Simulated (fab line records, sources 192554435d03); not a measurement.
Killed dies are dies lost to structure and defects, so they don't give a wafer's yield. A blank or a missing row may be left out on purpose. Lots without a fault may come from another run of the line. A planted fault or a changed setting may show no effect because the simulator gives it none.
Chamber matching | flow n5_finfet | N5_BEOL_M9_STRIP_67 on rie_diel-01: 4 sister chambers
The step strips in CF4. 8 wafers are shown with their chamber, then 8 later ones without.

WAFERS WITH THEIR CHAMBER
wafer  | chamber | oes_product_au (a.u.) | throttle_valve_pct (%)
L078.1 | 2       | 0.69                  | 13.83
L078.5 | 2       | 0.69                  | 13.82
L082.3 | 3       | 0.69                  | 13.77
L082.6 | 0       | 0.93                  | 13.23
L084.1 | 1       | 0.69                  | 13.84
L084.2 | 0       | 0.92                  | 13.24
L084.5 | 3       | 0.69                  | 13.77
L086.1 | 1       | 0.69                  | 13.86

WAFERS WITHOUT THEIR CHAMBER
wafer  | oes_product_au (a.u.) | throttle_valve_pct (%)
L086.2 | 0.69                  | 13.78
L086.6 | 0.69                  | 13.78
L091.2 | 0.96                  | 13.31
L091.4 | 0.90                  | 13.28
L091.5 | 0.69                  | 13.89
L092.2 | 0.68                  | 13.80
L092.4 | 0.89                  | 13.31
L092.5 | 0.68                  | 13.81

WHICH CHAMBER EACH WENT THROUGH
wafer  | from the rows above     | in truth
L086.2 | 3                       | 3
L086.6 | 3                       | 3
L091.2 | 0                       | 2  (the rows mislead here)
L091.4 | 0                       | 0
L091.5 | 1                       | 1
L092.2 | can't be placed: 2 or 3 | 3
L092.4 | 0                       | 0
L092.5 | 2                       | 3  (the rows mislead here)
Placed correctly: 5 of 8. Can't be placed from these rows: 1 (the true chamber is among the candidates in 1). Placed wrongly: 2.
How it was worked out, from the rows above alone: a wafer's distance from a chamber is the root of the sum, over the readings, of the square of ((its reading less the chamber's mean) divided by the reading's scatter). The wafer belongs to the nearest chamber; if the next one is less than 2 further off, it can't be placed. A chamber's mean is the mean of its shown wafers. The scatter: the root of (the sum of the squares of (reading less its chamber's mean) over the shown wafers, divided by (wafers less chambers)).
